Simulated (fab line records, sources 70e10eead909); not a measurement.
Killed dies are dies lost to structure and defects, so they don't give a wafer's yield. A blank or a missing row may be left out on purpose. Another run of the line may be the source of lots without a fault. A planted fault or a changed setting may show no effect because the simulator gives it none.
Matching of chambers / flow nand-harc / NHARC_P_M0_CMP_23 on cmp-03 has 4 sister chambers
The step polishes, t overpolish 20 s, target thk 117.54 nm. 8 wafers are shown with their chamber, then 8 later ones without.

## WAFERS, EACH WITH ITS CHAMBER
wafer=L081.5; chamber=3; motor-current-A (A)=10.1; time-to-endpoint-s (s)=31
wafer=L083.1; chamber=0; motor-current-A (A)=11.4; time-to-endpoint-s (s)=33
wafer=L084.2; chamber=1; motor-current-A (A)=12.0; time-to-endpoint-s (s)=32
wafer=L084.6; chamber=3; motor-current-A (A)=10.4; time-to-endpoint-s (s)=29
wafer=L086.2; chamber=1; motor-current-A (A)=12.6; time-to-endpoint-s (s)=34
wafer=L086.3; chamber=0; motor-current-A (A)=11.5; time-to-endpoint-s (s)=32
wafer=L086.4; chamber=2; motor-current-A (A)=12.4; time-to-endpoint-s (s)=24
wafer=L090.1; chamber=2; motor-current-A (A)=11.7; time-to-endpoint-s (s)=25

## WAFERS MISSING THEIR CHAMBER
wafer=L090.2; motor-current-A (A)=11.2; time-to-endpoint-s (s)=33
wafer=L090.3; motor-current-A (A)=11.1; time-to-endpoint-s (s)=34
wafer=L092.3; motor-current-A (A)=11.2; time-to-endpoint-s (s)=36
wafer=L092.4; motor-current-A (A)=12.5; time-to-endpoint-s (s)=25
wafer=L092.5; motor-current-A (A)=9.8; time-to-endpoint-s (s)=30
wafer=L093.2; motor-current-A (A)=10.9; time-to-endpoint-s (s)=33
wafer=L093.3; motor-current-A (A)=11.6; time-to-endpoint-s (s)=35
wafer=L093.5; motor-current-A (A)=11.9; time-to-endpoint-s (s)=36

## WHICH CHAMBER EACH ONE RAN IN
wafer=L090.2; from the rows above=0; in truth=0
wafer=L090.3; from the rows above=can't be placed: 0 or 1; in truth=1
wafer=L092.3; from the rows above=can't be placed: 0 or 1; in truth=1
wafer=L092.4; from the rows above=2; in truth=2
wafer=L092.5; from the rows above=3; in truth=3
wafer=L093.2; from the rows above=can't be placed: 0 or 3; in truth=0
wafer=L093.3; from the rows above=can't be placed: 0 or 1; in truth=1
wafer=L093.5; from the rows above=can't be placed: 1 or 0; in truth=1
Correct placement for 3 of the 8. Cannot be placed on the basis of these rows: 5; the candidates contain the true chamber in 5. Number placed wrongly: 0.
How it was worked out, from the rows above alone: a wafer's distance from a chamber is the root of the sum, over the readings, of the square of ((its reading less the chamber's mean) divided by the reading's scatter). If the next closest chamber is less than 2 further off than the closest, the wafer can't be placed; otherwise it belongs to the closest. Each chamber's mean is taken over the wafers shown for it. The scatter is the square root of a quotient: the sum, over the shown wafers, of each reading's squared deviation from its chamber's mean, divided by wafers minus chambers.
